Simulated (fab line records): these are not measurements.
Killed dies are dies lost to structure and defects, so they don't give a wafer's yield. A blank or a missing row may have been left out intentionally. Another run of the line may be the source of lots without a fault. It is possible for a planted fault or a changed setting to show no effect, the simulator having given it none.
Matching of chambers | flow n5Finfet | N5_HKMG_FIN_ALD_36 on aldMetal-01 has 4 sister chambers
The step deposits TiN, target thk 1 nm, pulse time 1 s, purge time 3 s. 4 wafers are shown with their chamber, then 9 later ones without.

== WAFERS, EACH WITH ITS CHAMBER ==
wafer  | chamber | heaterPowerW (W)
L084.2 | 1       | 1061
L085.1 | 2       | 827
L085.4 | 3       | 805
L085.5 | 0       | 885

== WAFERS WITH NO CHAMBER GIVEN ==
wafer  | heaterPowerW (W)
L087.4 | 1061
L087.5 | 845
L087.6 | 796
L091.1 | 867
L091.4 | 1027
L091.5 | 1046
L095.2 | 789
L095.3 | 1035
L095.5 | 1040

== CHAMBER TAKEN BY EACH ==
wafer  | from the rows above          | in truth
L087.4 | 1                            | 1
L087.5 | can't be placed: 2 or 0 or 3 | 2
L087.6 | can't be placed: 3 or 2      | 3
L091.1 | can't be placed: 0 or 2      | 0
L091.4 | 1                            | 1
L091.5 | 1                            | 1
L095.2 | can't be placed: 3 or 2      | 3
L095.3 | 1                            | 1
L095.5 | 1                            | 1
Correct placement for 5 of the 9. Not placeable from these rows: 4 (in 4, the candidates include the true chamber). Placed wrongly: 0.
How it was worked out, from the rows above alone: a wafer's distance from a chamber is the root of the sum, over the readings, of the square of ((its reading less the chamber's mean) divided by the reading's scatter). If the next closest chamber is less than 2 further off than the closest, the wafer can't be placed; otherwise it belongs to the closest. A chamber's mean is the mean of its shown wafers. The scatter: with one shown wafer a chamber, the root of the mean of the squares of how far each hidden wafer lies from its nearest shown one.
